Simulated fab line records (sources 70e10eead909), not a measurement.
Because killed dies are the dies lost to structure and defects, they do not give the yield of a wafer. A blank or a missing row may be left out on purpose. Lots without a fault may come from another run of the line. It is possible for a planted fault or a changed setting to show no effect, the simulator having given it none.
Matching of chambers -- flow nand harc -- NHARC_P_M0_STRIP_18 on rie diel-08 has 4 sister chambers
The step strips in N2/H2. 20 wafers are shown with their chamber, then 10 later ones without.

EACH WAFER AND ITS CHAMBER
wafer,chamber,showerhead plenum p Torr (Torr),drypump motor current A (A),rf vpp V (V)
L077.1,1,1.98,6.1,90.2
L077.2,3,2.16,5.9,90.8
L077.3,2,2.16,5.6,92.0
L078.1,0,2.13,6.0,90.0
L078.3,1,1.98,6.1,89.6
L078.4,3,2.16,5.8,91.9
L083.1,0,2.12,6.0,91.4
L083.4,2,2.16,5.6,90.9
L083.6,0,2.12,6.0,91.4
L084.2,1,1.97,6.1,91.9
L084.5,3,2.15,5.8,90.6
L084.6,2,2.16,5.6,92.6
L085.1,0,2.12,6.0,90.0
L085.2,2,2.16,5.6,90.8
L085.3,1,1.97,6.1,90.3
L086.3,0,2.12,6.0,90.8
L086.4,2,2.16,5.6,92.2
L086.6,3,2.15,5.9,91.3
L088.2,3,2.15,5.8,91.1
L088.4,2,2.16,5.6,91.7

SIGNATURES (averages over the wafers above)
reading,chamber 0,chamber 1,chamber 2,chamber 3,scatter within a chamber
showerhead plenum p Torr,2.1220,1.9750,2.1600,2.1540,0.00433
drypump motor current A,6.000,6.100,5.600,5.840,0.0274
rf vpp V,90.720,90.500,91.700,91.140,0.728
Rule: for a wafer and a chamber, the distance is found by dividing, reading by reading, the gap between the wafer's reading and the chamber's mean by the reading's scatter, squaring, summing and taking the root. The wafer belongs to the nearest chamber; if the next one is less than 2 further off, it can't be placed. The scatter is the square root of a quotient: the sum, over the shown wafers, of each reading's squared deviation from its chamber's mean, divided by wafers minus chambers.

WAFERS WITH NO CHAMBER GIVEN
wafer,showerhead plenum p Torr (Torr),drypump motor current A (A),rf vpp V (V)
L088.5,2.16,5.6,91.4
L089.2,1.97,6.1,89.3
L089.4,2.15,5.8,92.6
L089.5,1.97,6.1,89.3
L092.2,2.15,5.9,92.1
L092.4,2.15,5.6,92.4
L092.6,1.97,6.1,89.8
L097.2,2.15,5.8,92.3
L097.4,2.11,6.0,91.6
L097.6,2.15,5.6,90.9

WHICH CHAMBER EACH ONE RAN IN
wafer,from the rows above,in truth
L088.5,2,2
L089.2,1,1
L089.4,3,3
L089.5,1,1
L092.2,3,3
L092.4,2,2
L092.6,1,1
L097.2,3,3
L097.4,0,0
L097.6,2,2
10 of 10 placed correctly. Can't be placed from these rows: 0. Wrongly placed: 0.
